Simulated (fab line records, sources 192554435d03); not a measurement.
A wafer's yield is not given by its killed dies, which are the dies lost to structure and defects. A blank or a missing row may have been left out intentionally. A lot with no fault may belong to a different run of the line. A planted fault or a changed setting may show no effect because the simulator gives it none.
fab line records	flow n5-finfet
[record] lots = 24	wafers = 72	last-day = 20
route steps=1938 shown BEOL_M12@1650 BEOL_M13@1671
lots that met no fault: from a run of the same line without faults
start-h: start of the lot's first displayed wafer, in hours after the record's first day	wait-h: hours since the lot's step before	" same as the row above	L1.1+2: a single row standing in for several wafers	- no value present, or no start provided	* or withheld: withheld	< > ~ a bound
route shown NAME@n: NAME is a module with steps in the file, n the number in the route of the first one	usual: average and standard deviation across the fault-free wafers	same: alike in all rows	chamber/n: place in a boat	sites: per-site readings	_std_site: standard deviation of those values	_edge_site: mean of outer sites minus mean of inner sites	radius-mm: for every site, how far away it sits from the centre of the wafer	mask NAME#n: copy n	behind: the most recent tool/chamber to have shaped the wafer	hold: cause of the lot's hold/its duration in hours/its outcome	device: which transistor (n, p or np) failed to switch	end of line: tests of these same wafers at the route's end	a step without rows: its recipe alone	killed: dies lost to structure and defects at the first sort, not the wafer's yield	map: a wafer's dies, x killed, . not, _ none there
set.NAME: the setting that was run; set.NAME@STEP: the one run at that earlier step	model.NAME: the simulator's own value behind a step, which no gauge read
steps of the route over a sample of lots; a table a step, a row a wafer
services: when a tool's chamber went out of use (start-h, in hours from the record's first day, below 0 if earlier), for how many hours, and the reason
[[steps]]
[step N5_BEOL_M12_SPUTTER_45]
[recipe] material = Cu	target-thk-a = 800	temp-c = -20	bias-v = 60	power-w = 26000	chamber-pressure-pa = 0.13	time-s = 13.33
[usual] chuck-sensor-temp-C = -16.0/0.54	throttle-valve-pct = 29.8/0.85
[same] time-s = 13.33
lot.wafer	tool	chamber	start-h	wait-h	chuck-sensor-temp-C	throttle-valve-pct
L075.3	pvd-sputter-01	-	302.39	0.0	-15.9	31.2
L075.4	"	-	"	"	-16.6	28.6
L075.6	"	-	"	"	-16.8	29.0
L074.1	pvd-sputter-03	-	305.68	0.0	-16.0	30.8
L074.5	"	-	"	"	-15.8	30.7
L074.6	"	-	"	"	-16.8	30.5
L076.1	pvd-sputter-02	-	309.86	0.0	-15.9	30.7
L076.5	"	-	"	"	-15.5	30.6
L076.6	"	-	"	"	-15.9	30.5
L078.1	pvd-sputter-01	-	312.21	0.0	-15.5	29.4
L078.2	"	-	"	"	-16.7	28.7
L078.4	"	-	"	"	-16.4	28.7
L077.2	pvd-sputter-01	-	326.45	0.0	-15.3	29.7
L077.3	"	-	"	"	-16.5	28.8
L077.6	"	-	"	"	-16.4	28.6
L079.4	pvd-sputter-01	-	331.85	0.0	-15.3	29.6
L079.5	"	-	"	"	-16.5	28.6
L079.6	"	-	"	"	-16.6	28.7
L081.2	pvd-sputter-01	-	350.34	0.0	-15.9	31.4
L081.5	"	-	"	"	-16.2	28.8
L081.6	"	-	"	"	-15.3	29.5
L084.2	pvd-sputter-03	-	358.41	0.0	-16.4	28.5
L084.3	"	-	"	"	-16.4	29.9
L084.6	"	-	"	"	-16.0	30.7
L082.4	pvd-sputter-03	-	364.72	0.0	-16.4	28.6
L082.5	"	-	"	"	-16.4	28.6
L082.6	"	-	"	"	-16.2	29.8
L080.1	pvd-sputter-02	-	371.57	0.0	-15.5	29.2
L080.5	"	-	"	"	-15.4	29.2
L080.6	"	-	"	"	-15.4	29.2
L083.1	pvd-sputter-01	-	371.91	0.0	-15.4	29.4
L083.4	"	-	"	"	-16.3	28.9
L083.5	"	-	"	"	-15.3	29.8
L087.1	pvd-sputter-01	-	375.81	0.0	-15.3	29.6
L087.2	"	-	"	"	-16.4	28.8
L087.3	"	-	"	"	-16.9	28.5
L085.1	pvd-sputter-01	-	391.23	0.0	-15.8	30.9
L085.4	"	-	"	"	-15.5	29.4
L085.5	"	-	"	"	-16.5	28.8
L088.3	pvd-sputter-02	-	396.44	0.0	-15.5	29.5
L088.4	"	-	"	"	-15.3	29.3
L088.5	"	-	"	"	-15.5	29.7
L089.3	pvd-sputter-02	-	410.72	0.0	-15.4	30.3
L089.5	"	-	"	"	-15.4	28.9
L089.6	"	-	"	"	-15.3	30.5
L090.1	pvd-sputter-03	-	410.74	0.0	-15.9	30.8
L090.4	"	-	"	"	-16.7	30.5
L090.5	"	-	"	"	-16.4	29.8
L091.2	pvd-sputter-03	-	413.50	0.0	-16.0	30.8
L091.3	"	-	"	"	-16.5	28.6
L091.4	"	-	"	"	-16.4	30.2
L093.1	pvd-sputter-03	-	414.84	0.0	-16.5	28.4
L093.3	"	-	"	"	-16.8	30.4
L093.4	"	-	"	"	-15.8	30.9
L095.1	pvd-sputter-02	-	419.57	0.0	-15.3	29.0
L095.4	"	-	"	"	-15.6	30.4
L095.6	"	-	"	"	-15.5	29.2
L086.3	pvd-sputter-02	-	420.09	0.0	-15.4	29.4
L086.4	"	-	"	"	-15.9	30.6
L086.5	"	-	"	"	-15.4	29.3
L094.1	pvd-sputter-01	-	431.53	0.0	-15.7	31.3
L094.4	"	-	"	"	-16.8	28.9
L094.6	"	-	"	"	-16.6	28.9
L092.2	pvd-sputter-02	-	432.66	0.0	-15.9	30.7
L092.5	"	-	"	"	-15.5	29.3
L092.6	"	-	"	"	-15.4	29.3
L097.3	pvd-sputter-02	-	438.26	0.0	-15.2	29.4
L097.4	"	-	"	"	-15.6	29.2
L097.6	"	-	"	"	-15.9	30.5
L096.3	pvd-sputter-03	-	439.36	0.0	-15.8	30.9
L096.4	"	-	"	"	-16.2	29.9
L096.5	"	-	"	"	-16.3	30.0
[step N5_BEOL_M13_INSPECT_12]
[recipe] mode = adi	inspect-instrument = macro
[usual] raw-defect-count = 2.1/1.4
lot.wafer	tool	chamber	start-h	wait-h	raw-defect-count
L075.3	defect-inspect-01	-	304.13	0.0	0
L075.4	"	-	"	"	1
L075.6	"	-	"	"	2
L074.1	defect-inspect-02	-	307.25	0.0	3
L074.5	"	-	"	"	0
L074.6	"	-	"	"	1
L076.1	defect-inspect-01	-	311.55	0.0	1
L076.5	"	-	"	"	1
L076.6	"	-	"	"	2
L078.1	defect-inspect-02	-	314.16	0.0	4
L078.2	"	-	"	"	0
L078.4	"	-	"	"	5
L077.2	defect-inspect-02	-	328.07	0.0	4
L077.3	"	-	"	"	6
L077.6	"	-	"	"	2
L079.4	defect-inspect-01	-	333.38	0.0	1
L079.5	"	-	"	"	1
L079.6	"	-	"	"	4
L081.2	defect-inspect-01	-	352.06	0.0	1
L081.5	"	-	"	"	2
L081.6	"	-	"	"	0
L084.2	defect-inspect-02	-	361.48	0.0	0
L084.3	"	-	"	"	1
L084.6	"	-	"	"	4
L082.4	defect-inspect-01	-	366.27	0.0	1
L082.5	"	-	"	"	4
L082.6	"	-	"	"	1
L080.1	defect-inspect-02	-	373.28	0.0	4
L080.5	"	-	"	"	5
L080.6	"	-	"	"	2
L083.1	defect-inspect-01	-	373.46	0.0	2
L083.4	"	-	"	"	4
L083.5	"	-	"	"	3
L087.1	defect-inspect-02	-	377.57	0.0	1
L087.2	"	-	"	"	2
L087.3	"	-	"	"	1
L085.1	defect-inspect-01	-	392.95	0.0	2
L085.4	"	-	"	"	2
L085.5	"	-	"	"	2
L088.3	defect-inspect-02	-	398.14	0.0	1
L088.4	"	-	"	"	2
L088.5	"	-	"	"	1
L089.3	defect-inspect-02	-	412.28	0.0	0
L089.5	"	-	"	"	0
L089.6	"	-	"	"	1
L090.1	defect-inspect-01	-	412.43	0.0	2
L090.4	"	-	"	"	0
L090.5	"	-	"	"	1
L091.2	defect-inspect-01	-	415.13	0.0	1
L091.3	"	-	"	"	0
L091.4	"	-	"	"	1
L093.1	defect-inspect-01	-	416.47	0.0	3
L093.3	"	-	"	"	5
L093.4	"	-	"	"	3
L095.1	defect-inspect-02	-	421.13	0.0	2
L095.4	"	-	"	"	2
L095.6	"	-	"	"	4
L086.3	defect-inspect-01	-	421.89	0.0	3
L086.4	"	-	"	"	2
L086.5	"	-	"	"	3
L094.1	defect-inspect-02	-	433.20	0.0	1
L094.4	"	-	"	"	1
L094.6	"	-	"	"	2
L092.2	defect-inspect-02	-	434.33	0.0	2
L092.5	"	-	"	"	4
L092.6	"	-	"	"	0
L097.3	defect-inspect-01	-	439.94	0.0	0
L097.4	"	-	"	"	2
L097.6	"	-	"	"	5
L096.3	defect-inspect-01	-	441.33	0.0	2
L096.4	"	-	"	"	0
L096.5	"	-	"	"	0
[step N5_BEOL_M13_CD_MEAS_28]
[recipe] target-cd-nm = 209.5	landing-energy-ev = 500	detector = se-inlens
[usual] cd-nm = 209.0/1.1
lot.wafer	tool	chamber	start-h	wait-h	cd-nm
L075.3	cd-sem-03	0	305.02	-	208.9
L075.4	"	0	"	"	209.6
L075.6	"	0	"	"	208.2
L074.1	cd-sem-01	0	308.51	-	208.7
L074.5	"	0	"	"	208.7
L074.6	"	0	"	"	210.2
L076.1	cd-sem-01	0	312.50	-	208.2
L076.5	"	0	"	"	207.1
L076.6	"	0	"	"	207.4
L078.1	cd-sem-03	0	315.24	-	208.5
L078.2	"	0	"	"	207.8
L078.4	"	0	"	"	209.7
L077.2	cd-sem-03	0	328.96	-	209.1
L077.3	"	0	"	"	208.7
L077.6	"	0	"	"	207.0
L079.4	cd-sem-03	0	334.28	-	209.4
L079.5	"	0	"	"	209.2
L079.6	"	0	"	"	207.8
L081.2	cd-sem-03	0	352.96	-	209.6
L081.5	"	0	"	"	210.1
L081.6	"	0	"	"	208.5
L084.2	cd-sem-02	0	362.38	-	210.0
L084.3	"	0	"	"	209.9
L084.6	"	0	"	"	208.2
L082.4	cd-sem-02	0	367.29	-	210.3
L082.5	"	0	"	"	211.1
L082.6	"	0	"	"	209.6
L080.1	cd-sem-01	0	374.17	-	209.6
L080.5	"	0	"	"	209.7
L080.6	"	0	"	"	210.4
L083.1	cd-sem-03	0	374.48	-	208.8
L083.4	"	0	"	"	208.1
L083.5	"	0	"	"	207.6
L087.1	cd-sem-02	0	378.66	-	209.3
L087.2	"	0	"	"	210.9
L087.3	"	0	"	"	209.5
L085.1	cd-sem-01	0	393.97	-	209.9
L085.4	"	0	"	"	209.7
L085.5	"	0	"	"	209.5
L088.3	cd-sem-01	0	399.04	-	207.2
L088.4	"	0	"	"	209.2
L088.5	"	0	"	"	208.0
L089.3	cd-sem-01	0	413.18	-	209.5
L089.5	"	0	"	"	209.7
L089.6	"	0	"	"	208.4
L090.1	cd-sem-01	0	413.45	-	209.8
L090.4	"	0	"	"	209.5
L090.5	"	0	"	"	210.5
L091.2	cd-sem-03	0	416.09	-	209.8
L091.3	"	0	"	"	208.5
L091.4	"	0	"	"	208.4
L093.1	cd-sem-02	0	417.51	-	209.4
L093.3	"	0	"	"	209.7
L093.4	"	0	"	"	206.9
L095.1	cd-sem-02	0	422.15	-	209.1
L095.4	"	0	"	"	210.0
L095.6	"	0	"	"	210.0
L086.3	cd-sem-02	0	422.91	-	207.6
L086.4	"	0	"	"	207.3
L086.5	"	0	"	"	206.6
L094.1	cd-sem-02	0	434.13	-	209.2
L094.4	"	0	"	"	208.1
L094.6	"	0	"	"	208.3
L092.2	cd-sem-03	0	435.36	-	211.1
L092.5	"	0	"	"	209.8
L092.6	"	0	"	"	211.3
L097.3	cd-sem-03	0	440.96	-	209.1
L097.4	"	0	"	"	208.0
L097.6	"	0	"	"	208.1
L096.3	cd-sem-02	0	442.25	-	209.2
L096.4	"	0	"	"	208.4
L096.5	"	0	"	"	208.9
[step N5_BEOL_M13_SPUTTER_43]
[recipe] material = TaN	target-thk-a = 150	temp-c = 50	bias-v = 168.6	power-w = 15000	chamber-pressure-pa = 0.12	time-s = 24.19
[usual] throttle-valve-pct = 29.8/0.84
[same] time-s = 24.19
lot.wafer	tool	chamber	start-h	wait-h	throttle-valve-pct
L075.3	pvd-sputter-01	-	306.89	0.0	28.7
L075.4	"	-	"	"	29.4
L075.6	"	-	"	"	28.6
L074.1	pvd-sputter-01	-	314.69	0.0	29.6
L074.5	"	-	"	"	29.5
L074.6	"	-	"	"	28.4
L076.1	pvd-sputter-02	-	316.55	0.0	29.7
L076.5	"	-	"	"	29.1
L076.6	"	-	"	"	29.4
L078.1	pvd-sputter-03	-	318.52	0.0	30.7
L078.2	"	-	"	"	29.8
L078.4	"	-	"	"	31.0
L077.2	pvd-sputter-02	-	334.07	0.0	29.1
L077.3	"	-	"	"	30.8
L077.6	"	-	"	"	30.4
L079.4	pvd-sputter-02	-	337.19	0.0	30.5
L079.5	"	-	"	"	29.0
L079.6	"	-	"	"	29.4
L081.2	pvd-sputter-01	-	357.29	0.0	29.0
L081.5	"	-	"	"	31.2
L081.6	"	-	"	"	28.8
L084.2	pvd-sputter-03	-	365.00	0.0	30.4
L084.3	"	-	"	"	30.0
L084.6	"	-	"	"	29.8
L082.4	pvd-sputter-02	-	371.09	0.0	29.2
L082.5	"	-	"	"	29.0
L082.6	"	-	"	"	29.0
L080.1	pvd-sputter-03	-	376.34	0.0	30.1
L080.5	"	-	"	"	30.5
L080.6	"	-	"	"	28.7
L083.1	pvd-sputter-02	-	382.60	0.0	30.5
L083.4	"	-	"	"	29.6
L083.5	"	-	"	"	29.3
L087.1	pvd-sputter-01	-	385.91	0.0	29.6
L087.2	"	-	"	"	28.9
L087.3	"	-	"	"	31.0
L085.1	pvd-sputter-03	-	396.35	0.0	28.7
L085.4	"	-	"	"	30.4
L085.5	"	-	"	"	30.3
L088.3	pvd-sputter-01	-	400.71	0.0	28.7
L088.4	"	-	"	"	31.3
L088.5	"	-	"	"	28.8
L089.3	pvd-sputter-03	-	415.52	0.0	30.5
L089.5	"	-	"	"	30.5
L089.6	"	-	"	"	28.6
L090.1	pvd-sputter-02	-	416.11	0.0	30.4
L090.4	"	-	"	"	29.4
L090.5	"	-	"	"	30.4
L091.2	pvd-sputter-02	-	418.55	0.0	28.9
L091.3	"	-	"	"	30.5
L091.4	"	-	"	"	30.4
L093.1	pvd-sputter-03	-	418.90	0.0	30.3
L093.3	"	-	"	"	30.7
L093.4	"	-	"	"	30.4
L095.1	pvd-sputter-02	-	425.23	0.0	29.4
L095.4	"	-	"	"	30.9
L095.6	"	-	"	"	29.1
L086.3	pvd-sputter-01	-	427.19	0.0	29.5
L086.4	"	-	"	"	28.8
L086.5	"	-	"	"	31.3
L094.1	pvd-sputter-03	-	439.90	0.0	31.0
L094.4	"	-	"	"	30.5
L094.6	"	-	"	"	30.0
L092.2	pvd-sputter-02	-	445.53	0.0	29.0
L092.5	"	-	"	"	29.3
L092.6	"	-	"	"	29.3
L097.3	pvd-sputter-03	-	451.77	0.0	29.7
L097.4	"	-	"	"	28.5
L097.6	"	-	"	"	30.6
L096.3	pvd-sputter-03	-	452.45	0.0	29.8
L096.4	"	-	"	"	31.1
L096.5	"	-	"	"	30.5
[step N5_BEOL_M13_SPUTTER_44]
[recipe] material = Ta	target-thk-a = 100	temp-c = 50	bias-v = 80	power-w = 15000	chamber-pressure-pa = 0.07	time-s = 16.13
[usual] throttle-valve-pct = 29.8/0.88
[same] time-s = 16.13
lot.wafer	tool	chamber	start-h	wait-h	throttle-valve-pct
L075.3	pvd-sputter-01	-	306.97	0.0	28.4
L075.4	"	-	"	"	29.4
L075.6	"	-	"	"	28.6
L074.1	pvd-sputter-01	-	314.77	0.0	29.4
L074.5	"	-	"	"	29.5
L074.6	"	-	"	"	28.7
L076.1	pvd-sputter-02	-	316.63	0.0	29.2
L076.5	"	-	"	"	29.0
L076.6	"	-	"	"	29.2
L078.1	pvd-sputter-03	-	318.60	0.0	30.5
L078.2	"	-	"	"	29.9
L078.4	"	-	"	"	30.8
L077.2	pvd-sputter-02	-	334.15	0.0	29.1
L077.3	"	-	"	"	30.5
L077.6	"	-	"	"	30.4
L079.4	pvd-sputter-02	-	337.27	0.0	30.0
L079.5	"	-	"	"	29.0
L079.6	"	-	"	"	29.6
L081.2	pvd-sputter-01	-	357.37	0.0	28.8
L081.5	"	-	"	"	31.4
L081.6	"	-	"	"	28.9
L084.2	pvd-sputter-03	-	365.08	0.0	30.5
L084.3	"	-	"	"	30.1
L084.6	"	-	"	"	30.1
L082.4	pvd-sputter-02	-	371.17	0.0	29.4
L082.5	"	-	"	"	29.2
L082.6	"	-	"	"	29.0
L080.1	pvd-sputter-03	-	376.42	0.0	29.7
L080.5	"	-	"	"	30.8
L080.6	"	-	"	"	28.5
L083.1	pvd-sputter-02	-	382.68	0.0	30.4
L083.4	"	-	"	"	29.3
L083.5	"	-	"	"	29.3
L087.1	pvd-sputter-01	-	385.99	0.0	29.4
L087.2	"	-	"	"	28.6
L087.3	"	-	"	"	31.3
L085.1	pvd-sputter-03	-	396.43	0.0	28.6
L085.4	"	-	"	"	30.5
L085.5	"	-	"	"	30.3
L088.3	pvd-sputter-01	-	400.79	0.0	29.1
L088.4	"	-	"	"	31.1
L088.5	"	-	"	"	28.8
L089.3	pvd-sputter-03	-	415.60	0.0	30.6
L089.5	"	-	"	"	30.7
L089.6	"	-	"	"	28.6
L090.1	pvd-sputter-02	-	416.19	0.0	30.3
L090.4	"	-	"	"	29.3
L090.5	"	-	"	"	30.1
L091.2	pvd-sputter-02	-	418.63	0.0	28.8
L091.3	"	-	"	"	30.6
L091.4	"	-	"	"	30.8
L093.1	pvd-sputter-03	-	418.98	0.0	29.6
L093.3	"	-	"	"	30.7
L093.4	"	-	"	"	30.5
L095.1	pvd-sputter-02	-	425.31	0.0	29.2
L095.4	"	-	"	"	30.7
L095.6	"	-	"	"	29.0
L086.3	pvd-sputter-01	-	427.27	0.0	29.4
L086.4	"	-	"	"	28.9
L086.5	"	-	"	"	31.5
L094.1	pvd-sputter-03	-	439.98	0.0	30.7
L094.4	"	-	"	"	30.6
L094.6	"	-	"	"	30.0
L092.2	pvd-sputter-02	-	445.61	0.0	29.1
L092.5	"	-	"	"	29.0
L092.6	"	-	"	"	29.3
L097.3	pvd-sputter-03	-	451.85	0.0	30.1
L097.4	"	-	"	"	28.4
L097.6	"	-	"	"	30.6
L096.3	pvd-sputter-03	-	452.53	0.0	29.9
L096.4	"	-	"	"	30.8
L096.5	"	-	"	"	30.5
[step N5_BEOL_M13_CMP_49]
[recipe] stop-on = SiOC	t-overpolish-s = 17.1	down-force-psi = 1	platen-rpm = 50	clearing-platen-down-force-psi = 1.5	clearing-platen-rpm = 50	post-cmp-clean = cu-alkaline	target-thk-nm = 420	clearing-platen-pad-velocity-m-s = 0.99484	pad-velocity-m-s = 0.99484
[usual] barrier-field-endpoint-s = 30.5/0.78	head-pressure-psi = 0.9999/0.0023	motor-current-A = 5.9/0.66	overpolish-run-s = 17.102/0.0084	pad-life-wafers = 1066/550
lot.wafer	tool	chamber	start-h	wait-h	barrier-field-endpoint-s	head-pressure-psi	motor-current-A	overpolish-run-s	pad-life-wafers
L075.4	cmp-01	0	307.99	0.2	29.7	1.0001	6.8	17.103	1760
L075.3	"	1	"	"	29.9	1.0006	6.6	17.112	1761
L075.6	"	3	"	"	29.7	0.9979	5.9	17.104	-
L074.1	cmp-01	3	315.65	0.4	30.5	1.0008	5.6	17.098	1821
L074.6	"	0	"	"	30.3	1.0041	6.8	17.109	-
L074.5	"	1	"	"	30.4	1.0008	6.8	17.105	-
L076.1	cmp-04	1	317.28	0.3	30.5	1.0012	5.4	17.099	168
L076.6	"	1	"	"	30.3	0.9995	5.6	17.110	-
L076.5	"	2	"	"	31.1	1.0040	5.6	17.092	-
L078.2	cmp-02	0	319.31	0.2	29.5	1.0010	6.1	17.110	721
L078.4	"	1	"	"	28.9	0.9954	4.9	17.099	722
L078.1	"	2	"	"	29.9	1.0005	6.1	17.098	723
L077.2	cmp-01	0	334.92	0.2	30.1	1.0005	7.4	17.108	1962
L077.3	"	2	"	"	30.0	0.9972	6.3	17.098	1964
L077.6	"	1	"	"	29.7	1.0014	6.8	17.101	-
L079.4	cmp-02	0	338.00	0.2	29.5	1.0003	5.9	17.098	860
L079.6	"	2	"	"	29.6	1.0023	6.2	17.109	-
L079.5	"	3	"	"	30.0	0.9991	4.6	17.105	-
L081.2	cmp-01	1	358.03	0.2	30.8	1.0020	6.5	17.103	2118
L081.6	"	1	"	"	30.8	1.0012	6.7	17.095	-
L081.5	"	2	"	"	30.7	0.9989	6.0	17.109	-
L084.3	cmp-02	0	365.77	0.2	31.4	1.0014	6.1	17.111	1081
L084.2	"	1	"	"	30.6	0.9969	4.8	17.098	1082
L084.6	"	0	"	"	30.9	0.9970	5.8	17.100	-
L082.4	cmp-04	2	371.88	0.2	30.8	1.0019	5.4	17.091	667
L082.6	"	1	"	"	29.7	0.9972	5.5	17.103	-
L082.5	"	2	"	"	30.9	0.9999	5.6	17.111	-
L080.1	cmp-04	0	377.09	0.3	29.3	0.9996	6.3	17.114	708
L080.5	"	0	"	"	29.4	1.0007	6.6	17.088	-
L080.6	"	1	"	"	30.2	0.9980	5.4	17.100	-
L083.4	cmp-01	1	383.41	0.2	30.3	1.0000	6.9	17.098	146
L083.1	"	2	"	"	30.3	1.0005	6.3	17.093	147
L083.5	"	0	"	"	30.6	0.9966	6.8	17.108	-
L087.3	cmp-04	1	386.83	0.2	30.2	1.0015	5.5	17.113	774
L087.1	"	3	"	"	29.4	0.9994	4.7	17.103	776
L087.2	"	0	"	"	30.1	0.9939	6.2	17.101	777
L085.4	cmp-01	2	397.27	0.1	31.2	1.0006	6.1	17.108	264
L085.1	"	3	"	"	30.5	1.0017	5.8	17.111	265
L085.5	"	3	"	"	31.6	1.0014	6.0	17.112	-
L088.3	cmp-04	2	401.72	0.3	32.0	1.0005	5.3	17.096	902
L088.4	"	3	"	"	30.7	1.0020	5.1	17.098	903
L088.5	"	1	"	"	31.0	1.0017	5.5	17.094	-
L089.3	cmp-04	1	416.51	0.2	31.9	1.0013	5.6	17.091	1033
L089.5	"	0	"	"	30.6	0.9986	6.2	17.108	-
L089.6	"	1	"	"	31.8	0.9964	5.6	17.083	-
L090.4	cmp-04	0	416.93	0.2	30.5	0.9974	6.7	17.100	1044
L090.1	"	2	"	"	31.9	0.9988	5.5	17.099	1046
L090.5	"	1	"	"	31.9	0.9988	5.5	17.100	-
L091.2	cmp-02	2	419.47	0.2	31.0	1.0001	6.4	17.103	1452
L091.4	"	3	"	"	29.3	1.0009	5.0	17.098	1453
L091.3	"	0	"	"	30.8	1.0018	6.2	17.120	1454
L093.4	cmp-04	0	419.65	0.1	29.3	1.0014	6.7	17.090	1062
L093.1	"	2	"	"	31.6	1.0000	5.5	17.099	1064
L093.3	"	3	"	"	29.9	1.0007	4.8	17.104	1065
L095.1	cmp-04	1	425.97	0.3	32.2	0.9975	5.6	17.107	1122
L095.4	"	3	"	"	31.7	1.0009	4.9	17.095	1124
L095.6	"	2	"	"	32.2	1.0016	5.7	17.102	-
L086.4	cmp-01	0	428.51	0.2	30.3	0.9960	7.0	17.104	529
L086.3	"	2	"	"	31.4	0.9997	6.2	17.088	531
L086.5	"	0	"	"	30.5	0.9984	6.6	17.109	-
L094.1	cmp-04	2	440.94	0.3	31.9	0.9981	5.4	17.116	1231
L094.4	"	0	"	"	30.1	0.9996	6.7	17.105	1233
L094.6	"	2	"	"	31.6	1.0027	5.4	17.107	-
L092.2	cmp-02	0	446.38	0.3	31.4	0.9962	6.1	17.117	1689
L092.5	"	1	"	"	30.8	1.0007	5.1	17.111	-
L092.6	"	2	"	"	31.5	1.0047	6.4	17.104	-
L097.3	cmp-01	2	452.70	0.2	31.3	1.0038	6.3	17.101	716
L097.4	"	3	"	"	30.1	0.9975	5.7	17.103	717
L097.6	"	1	"	"	30.5	1.0002	7.2	17.093	-
L096.3	cmp-02	0	453.23	0.2	30.7	0.9989	5.9	17.101	1735
L096.4	"	1	"	"	30.8	1.0061	5.0	17.095	1736
L096.5	"	0	"	"	31.6	0.9997	6.1	17.102	-
[[services]]
tool	chamber	start-h	hours	kind
cmp-04	-	293.51	4.0	pm
cmp-01	-	294.99	0.6	repair
cmp-04	-	297.51	-	consumable-replace:conditioner
cmp-04	-	297.51	-	consumable-replace:pad
cmp-04	-	312.25	0.2	repair
cmp-02	-	321.19	1.3	repair
pvd-sputter-02	-	325.03	0.5	repair
cmp-01	-	345.12	1.3	repair
pvd-sputter-02	-	345.96	8.9	repair
cmp-01	-	359.73	4.0	pm
cmp-01	-	363.73	-	consumable-replace:conditioner
cmp-01	-	363.73	-	consumable-replace:pad
cmp-02	-	376.84	10.6	pm
cmp-04	-	381.41	2.5	repair
pvd-sputter-03	-	388.30	6.5	repair
cmp-02	-	393.21	0.8	repair
cmp-02	-	394.50	2.5	repair
pvd-sputter-03	-	424.16	2.9	repair
cmp-04	-	433.22	1.6	repair
pvd-sputter-03	-	442.26	2.5	repair
pvd-sputter-01	-	444.36	2.9	repair
cmp-04	-	445.74	3.0	repair
[[key]]
fault none
